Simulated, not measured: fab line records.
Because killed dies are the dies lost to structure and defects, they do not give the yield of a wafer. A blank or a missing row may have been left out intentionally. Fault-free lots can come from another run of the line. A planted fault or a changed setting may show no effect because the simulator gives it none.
fab line records	flow n5_finfet
record lots=12	wafers=34	last_day=18
route steps=1938 shown HKMG_FIN@445 GATE_CUT@467 PASSIVATION@1936
lots with no fault: from the same line, run without faults
start_h: hours from the record's first day to the start of the lot's first wafer shown	wait_h: how many hours have passed since the lot's step before this one	" the same as in the row above	L1.1+2: a row that stands for several wafers	- no value, or no start was given	* or withheld: withheld	< > ~ a bound
route shown NAME@n: names a module that has steps shown in the file, with the first one's number in the route	usual: mean/standard deviation taken from wafers without a fault	same: alike in all rows	chamber/n: place in a boat	sites: the reading at each site	_std_site: the standard deviation of these	_edge_site: the outer-site mean with the inner-site mean subtracted	radius_mm: for every site, how far away it sits from the centre of the wafer	mask NAME#n: copy n	behind: the last tool/chamber to shape the wafer	hold: cause of the lot's hold/its duration in hours/its outcome	device: transistor that didn't switch, given as n, p or np	end of line: the route-end tests of the same wafers	a step given without rows: its recipe and nothing more	killed: the dies lost at the first sort to structure and to defects; this is not the yield of the wafer	map: the dies of a wafer, with x for killed, . for not killed, _ for no die there
set.NAME: the setting the step ran with; set.NAME@STEP: the setting that earlier step ran with	model.NAME: the simulator's own value behind a step, which no gauge read
steps of the route over a sample of lots; a table a step, a row a wafer
services: from which hour (start_h, from the record's first day; less than 0 if before it) a tool's chamber was out of use, for how many hours, and why
## steps
# step N5_HKMG_FIN_STRIP_89
# recipe chemistry=N2/H2	material=SOC	time_s=20	power_w=500	temp_c=40	pressure_mtorr=50	rf_frequency_hz=6e+07	bias_power_w=8	h2_frac=0.5	n2_flow_sccm=300	h2_flow_sccm=300
# usual drypump_motor_current_A=5.8/0.6	oes_product_au=0.81/0.088	rf_vpp_V=54.1/0.83	showerhead_plenum_p_Torr=3.30/0.068	throttle_valve_pct=18.9/0.49
lot.wafer	tool	chamber	start_h	wait_h	drypump_motor_current_A	oes_product_au	rf_hours_counter_h	rf_vpp_V	showerhead_plenum_p_Torr	throttle_valve_pct
L425.1	rie_diel-02	3	83.84	0.0	6.0	0.73	184	55.3	3.35	19.5
L425.5	"	3	"	"	6.0	0.72	-	53.6	3.35	19.5
L428.1	rie_diel-02	1	95.58	0.0	5.5	0.97	2	51.8	3.29	18.2
L428.2	"	2	"	"	6.2	0.84	62	54.7	3.28	19.1
L428.4	"	0	"	"	5.1	0.93	23	54.1	3.32	19.3
L429.1	rie_diel-02	1	102.48	0.0	5.5	0.96	4	54.4	3.29	18.2
L429.4	"	0	"	"	5.0	0.93	25	55.2	3.32	19.3
L429.6	"	0	"	"	5.1	0.92	-	54.0	3.32	19.3
L430.1	rie_diel-02	1	109.47	0.0	5.5	0.94	7	54.7	3.29	18.2
L430.3	"	0	"	"	5.1	0.92	27	54.7	3.31	19.3
L430.6	"	0	"	"	5.1	0.92	-	55.1	3.31	19.3
L431.3	rie_diel-06	0	113.46	0.0	4.9	0.73	187	54.1	3.21	19.3
L431.4	"	2	"	"	6.3	1.02	1	53.9	3.30	18.7
L431.5	"	0	"	"	4.9	0.73	-	53.9	3.21	19.3
L432.2	rie_diel-06	0	120.02	0.0	4.9	0.73	190	52.5	3.21	19.3
L432.3	"	1	"	"	5.9	0.69	240	54.4	3.16	18.4
L432.5	"	3	"	"	6.5	0.74	-	54.3	3.52	19.5
L435.2	rie_diel-02	1	135.50	0.1	5.5	0.91	19	54.8	3.28	18.2
L435.3	"	3	"	"	6.0	0.72	-	55.3	3.34	19.5
L435.6	"	1	"	"	5.5	0.92	-	55.1	3.28	18.2
L436.2	rie_diel-05	0	144.91	0.0	6.0	0.78	119	55.2	3.26	18.9
L436.5	"	3	"	"	4.9	0.84	-	54.6	3.27	18.4
L436.6	"	0	"	"	6.0	0.79	-	54.1	3.26	18.9
L442.2	rie_diel-05	2	180.18	0.0	6.6	0.71	205	53.4	3.34	19.5
L442.3	"	3	"	"	4.9	0.83	42	53.9	3.27	18.4
L442.6	"	2	"	"	6.6	0.70	-	54.4	3.34	19.5
L443.1	rie_diel-02	2	185.55	0.0	6.3	0.81	93	56.7	3.26	19.2
L443.3	"	1	"	"	5.5	0.87	38	52.4	3.27	18.2
L446.2	rie_diel-06	1	202.88	0.0	5.9	0.97	9	54.8	3.55	18.0
L446.3	"	3	"	"	6.5	0.72	188	53.6	3.50	19.5
L446.4	"	0	"	"	4.9	0.71	222	53.6	3.20	19.4
L448.3	rie_diel-05	3	216.27	0.0	4.9	0.80	57	53.7	3.26	18.4
L448.5	"	2	"	"	6.6	0.70	-	54.3	3.33	19.5
L448.6	"	3	"	"	4.9	0.80	-	53.4	3.26	18.4
# step N5_HKMG_FIN_STRIP_88
# recipe chemistry=N2/H2	power_w=2500	temp_c=300	h2_frac=0.65	time_s=360	pressure_mtorr=withheld	n2_flow_sccm=1750	h2_flow_sccm=3250
# usual drypump_motor_current_A=5.5/0.34	heater_power_w=477/33
lot.wafer	tool	chamber	start_h	wait_h	drypump_motor_current_A	heater_power_w	rf_hours_counter_h
L425.1	plasma_asher-01	0	84.03	0.0	6.0	526	39
L425.5	"	1	"	"	5.6	506	-
L428.1	plasma_asher-02	0	95.78	0.0	5.7	458	90
L428.2	"	1	"	"	5.1	438	90
L428.4	"	0	"	"	5.7	471	-
L429.1	plasma_asher-02	0	102.67	0.0	5.8	472	91
L429.4	"	0	"	"	5.7	474	-
L429.6	"	0	"	"	5.7	463	-
L430.1	plasma_asher-02	0	109.66	0.0	5.7	471	93
L430.3	"	0	"	"	5.7	471	-
L430.6	"	1	"	"	5.1	433	-
L431.3	plasma_asher-01	1	113.77	0.1	5.6	512	-
L431.4	"	0	"	"	6.0	522	-
L431.5	"	0	"	"	5.9	530	-
L432.2	plasma_asher-01	0	120.21	0.0	5.9	535	47
L432.3	"	1	"	"	5.6	506	-
L432.5	"	1	"	"	5.6	500	-
L435.2	plasma_asher-02	1	135.73	0.0	5.0	447	98
L435.3	"	0	"	"	5.7	470	-
L435.6	"	0	"	"	5.8	471	-
L436.2	plasma_asher-01	0	145.13	0.1	6.0	519	52
L436.5	"	1	"	"	5.5	505	-
L436.6	"	0	"	"	6.0	531	-
L442.2	plasma_asher-01	0	180.44	0.0	6.0	530	59
L442.3	"	0	"	"	6.0	520	-
L442.6	"	0	"	"	6.0	522	-
L443.1	plasma_asher-01	0	185.82	0.0	6.0	524	60
L443.3	"	0	"	"	6.0	505	-
L446.2	plasma_asher-02	0	203.08	0.0	5.8	469	114
L446.3	"	0	"	"	5.8	471	-
L446.4	"	1	"	"	5.1	430	-
L448.3	plasma_asher-01	0	216.59	0.1	5.9	529	-
L448.5	"	0	"	"	6.0	524	-
L448.6	"	1	"	"	5.5	505	-
# step N5_HKMG_FIN_CMP_94
# recipe stop_on=SiNx	post_cmp_clean=w_dilute_nh4oh	t_overpolish_s=4.7	down_force_psi=4	platen_rpm=50.289	pad_velocity_m_s=1.0006	target_thk_nm=43.299
# usual head_pressure_psi=4.000/0.0093	motor_current_A=12.0/1.3	platen_rpm=50.29/0.035
lot.wafer	tool	chamber	start_h	wait_h	head_pressure_psi	motor_current_A	platen_rpm
L425.1	cmp-01	3	86.65	0.3	4.016	12.5	50.32
L425.5	"	3	"	"	4.005	12.0	50.23
L428.2	cmp-03	0	98.54	0.4	4.006	12.6	50.25
L428.4	"	1	"	"	4.009	10.5	50.34
L428.1	"	3	"	"	4.010	15.3	50.24
L429.1	cmp-03	1	105.28	0.4	4.007	11.4	50.25
L429.4	"	0	"	"	3.989	11.8	50.26
L429.6	"	1	"	"	4.006	10.9	50.23
L430.3	cmp-02	0	112.30	0.3	3.997	11.9	50.28
L430.1	"	1	"	"	4.010	13.7	50.32
L430.6	"	2	"	"	3.992	10.2	50.30
L431.3	cmp-03	2	116.47	0.4	4.005	12.7	50.26
L431.4	"	1	"	"	3.987	11.0	50.30
L431.5	"	3	"	"	4.004	15.3	50.27
L432.3	cmp-01	1	122.82	0.3	4.017	11.7	50.28
L432.2	"	3	"	"	4.011	11.8	50.25
L432.5	"	0	"	"	4.002	12.2	50.27
L435.2	cmp-02	1	138.44	0.3	3.992	12.6	52.26
L435.3	"	2	"	"	3.998	10.0	52.28
L435.6	"	3	"	"	4.014	12.2	52.29
L436.2	cmp-02	2	147.83	0.4	4.002	9.7	52.31
L436.5	"	2	"	"	4.002	9.9	52.30
L436.6	"	3	"	"	3.994	12.7	52.35
L442.3	cmp-01	2	183.43	0.4	4.006	11.4	50.28
L442.2	"	0	"	"	4.000	13.2	50.28
L442.6	"	3	"	"	4.004	12.2	50.31
L443.1	cmp-03	3	188.50	0.3	4.006	14.8	50.31
L443.3	"	1	"	"	3.993	10.7	50.25
L446.4	cmp-03	1	205.66	0.4	3.999	10.6	50.37
L446.2	"	2	"	"	4.002	12.7	50.27
L446.3	"	0	"	"	4.007	12.2	50.34
L448.3	cmp-03	2	219.42	0.2	3.998	12.1	50.28
L448.5	"	3	"	"	3.992	14.7	50.30
L448.6	"	0	"	"	4.005	12.0	50.30
# step N5_GATE_CUT_ETCHBACK_30
# recipe chemistry=Cl2/Ar	target=TiN	target_depth_a=30	mode=isotropic	pressure_mtorr=10	icp_w=600	bias_w=60	Cl2_flow_sccm=40	Ar_flow_sccm=60
# usual drypump_motor_current_A=5.97/0.24	oes_product_au=0.79/0.11	throttle_valve_pct=20.87/0.19
lot.wafer	tool	chamber	start_h	wait_h	drypump_motor_current_A	oes_product_au	rf_hours_counter_h	throttle_valve_pct
L425.1	rie_metal-02	0	87.30	0.1	5.83	0.89	17	20.75
L425.5	"	0	"	"	5.81	0.89	-	20.77
L428.1	rie_metal-02	0	99.02	0.1	5.81	0.88	19	20.74
L428.2	"	1	"	"	5.48	0.93	1	20.91
L428.4	"	0	"	"	5.85	0.89	-	20.76
L429.1	rie_metal-03	1	105.76	0.1	6.08	0.74	56	20.61
L429.4	"	0	"	"	6.22	0.95	-	20.92
L429.6	"	1	"	"	6.04	0.73	-	20.65
L430.1	rie_metal-01	0	112.72	0.1	6.18	0.71	82	20.76
L430.3	"	1	"	"	6.02	0.64	-	21.26
L430.6	"	0	"	"	6.19	0.71	-	20.77
L431.3	rie_metal-01	0	117.18	0.1	6.18	0.71	-	20.78
L431.4	"	0	"	"	6.17	0.70	-	20.77
L431.5	"	0	"	"	6.20	0.71	-	20.76
L432.2	rie_metal-02	0	123.26	0.1	5.81	0.88	21	20.76
L432.3	"	1	"	"	5.49	0.91	-	20.89
L432.5	"	0	"	"	5.82	0.88	-	20.74
L435.2	rie_metal-03	0	138.86	0.1	6.21	0.92	6	20.94
L435.3	"	0	"	"	6.24	0.91	-	20.95
L435.6	"	1	"	"	6.05	0.73	-	20.66
L436.2	rie_metal-03	1	148.30	0.1	6.02	0.73	61	20.64
L436.5	"	1	"	"	6.06	0.73	-	20.63
L436.6	"	0	"	"	6.27	0.91	-	20.93
L442.2	rie_metal-03	1	183.90	0.1	6.03	0.72	62	20.64
L442.3	"	0	"	"	6.25	0.90	-	20.96
L442.6	"	1	"	"	6.02	0.73	-	20.64
L443.1	rie_metal-01	1	188.95	0.1	6.04	0.63	105	21.29
L443.3	"	0	"	"	6.17	0.69	-	20.79
L446.2	rie_metal-01	0	206.14	0.1	6.11	0.69	91	20.79
L446.3	"	0	"	"	6.16	0.69	-	20.79
L446.4	"	1	"	"	6.01	0.63	-	21.28
L448.3	rie_metal-02	1	219.82	0.0	5.49	0.86	-	20.92
L448.5	"	0	"	"	5.82	0.84	-	20.79
L448.6	"	1	"	"	5.48	0.86	-	20.92
# step N5_PASSIVATION_PROBE_49
# usual killed_at_M0_to_M3=36/10	killed_at_M4_up=13/5.5	killed_at_contacts=12/5.6	killed_at_front_end=42/12	killed_at_other=4/3.2	killed_dies=108/18	killed_open=71/13	killed_short=34/7.8
# same gross_dies=1180	killed_at_back_side=0
lot.wafer	tool	chamber	start_h	wait_h	killed_at_M0_to_M3	killed_at_M4_up	killed_at_contacts	killed_at_front_end	killed_at_other	killed_dies	killed_open	killed_short
L442.2	prober-02	-	380.91	0.1	54	13	13	26	13	119	79	40
L442.3	prober-02	-	380.96	0.1	41	22	19	45	8	135	94	39
L442.6	prober-02	-	381.11	0.3	45	11	10	40	5	111	83	28
L443.1	prober-01	-	400.90	0.0	28	17	5	35	7	92	61	28
L443.3	prober-01	-	401.00	0.1	31	7	6	27	3	74	53	20
# killed by level:class
L442.2 BEOL_M3:geometric_particle:open=18 BEOL_M0_SAQP:geometric_particle:short=15 STI_FIN_REVEAL:geometric_particle:open=10 MOL_CONTACT_COAG:geometric_particle:open=10 BEOL_M0_SAQP:geometric_particle:open=10 DUMMY_GATE:geometric_particle:open=6 BEOL_M1:geometric_particle:open=6 MIM_TOP:geometric_particle:short=5
L442.3 STI_FIN_REVEAL:geometric_particle:open=25 MOL_CONTACT_COAG:geometric_particle:open=14 BEOL_M0_SAQP:geometric_particle:short=9 BEOL_M0_SAQP:geometric_particle:open=9 BEOL_M4:geometric_particle:open=9 BEOL_M3:geometric_particle:open=7 MOL_CONTACT_COAG:geometric_particle:short=5 GATE_CUT:geometric_particle:short=4
L442.6 STI_FIN_REVEAL:geometric_particle:open=24 BEOL_M0_SAQP:geometric_particle:short=12 MOL_CONTACT_COAG:geometric_particle:open=9 BEOL_M0_SAQP:geometric_particle:open=9 BEOL_M3:geometric_particle:open=8 BEOL_M2:geometric_particle:open=5 BEOL_M0:geometric_particle:open=4 PASS1_CAP:geometric_particle:open=4
L443.1 STI_FIN_REVEAL:geometric_particle:open=12 BEOL_M1:geometric_particle:open=11 BEOL_M3:geometric_particle:open=8 GATE_CUT:geometric_particle:short=6 BEOL_M4:geometric_particle:open=6 FIN_SAQP:geometric_particle:open=4 MOL_CONTACT_COAG:geometric_particle:open=4 FIN_SAQP:geometric_particle:short=3
L443.3 BEOL_M3:geometric_particle:open=11 STI_FIN_REVEAL:geometric_particle:open=6 MOL_CONTACT_COAG:geometric_particle:open=6 BEOL_M0_SAQP:geometric_particle:open=6 BEOL_M0_SAQP:geometric_particle:short=5 FIN_SAQP:geometric_particle:short=3 FIN_SAQP:geometric_particle:open=3 ILD0:geometric_particle:short=3
## services
tool	chamber	start_h	hours	kind
rie_metal-02	1	70.03	-	clean
rie_metal-02	1	70.03	20.3	scheduled_down
rie_metal-02	1	70.03	20.3	vent_cycle
rie_diel-02	1	74.76	-	clean
rie_diel-02	1	74.76	-	consumable_replace:focus_ring
rie_diel-02	1	74.76	16.1	scheduled_down
rie_diel-02	1	74.76	16.1	vent_cycle
plasma_asher-02	-	88.29	2.8	pm
rie_diel-06	2	89.66	4.8	repair
rie_metal-01	1	113.05	5.0	repair
rie_diel-02	0	126.72	16.1	repair
cmp-03	-	135.41	4.0	pm
cmp-03	-	139.41	-	consumable_replace:conditioner
cmp-03	-	139.41	-	consumable_replace:pad
rie_metal-03	1	155.59	6.4	repair
rie_diel-05	1	162.15	36.3	repair
rie_metal-03	-	162.97	8.4	repair
rie_metal-02	1	183.12	1.1	repair
plasma_asher-01	-	191.35	14.6	pm
rie_metal-02	-	191.37	2.8	pm
rie_metal-01	-	197.46	0.1	repair
rie_diel-06	2	197.89	1.5	repair
rie_diel-02	1	198.27	1.6	repair
cmp-01	-	204.30	4.0	pm
## key
first_sign step=N5_HKMG_FIN_CMP_94	reading=platen_rpm	direction=up	sigmas=56	usual=50.29	struck=52.30
effect none on later readings
met_at N5_HKMG_FIN_CMP_94
struck_lots L435,L436
tester_left_out L435,L436
not_acting_at N5_HKMG_FIN_STRIP_89,N5_HKMG_FIN_STRIP_88,N5_GATE_CUT_ETCHBACK_30
onset_between 112.30 138.44
fault kind=process_parameter_drift	tool=cmp-02	chamber=-	onset_h=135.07	steps=N5_HKMG_FIN_CMP_94	channel=platen_rpm	offset=2.0116	shape=step	end_h=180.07	acts_in=these_recipes_only	stated=50.289
# tester_left_out: of these lots the tester's yield and bins aren't shown, on N5 and GAA mostly nor the transistor test; their killed dies are dies lost to structure and defects alone, not to doping, threshold or leakage, so they don't give the yield
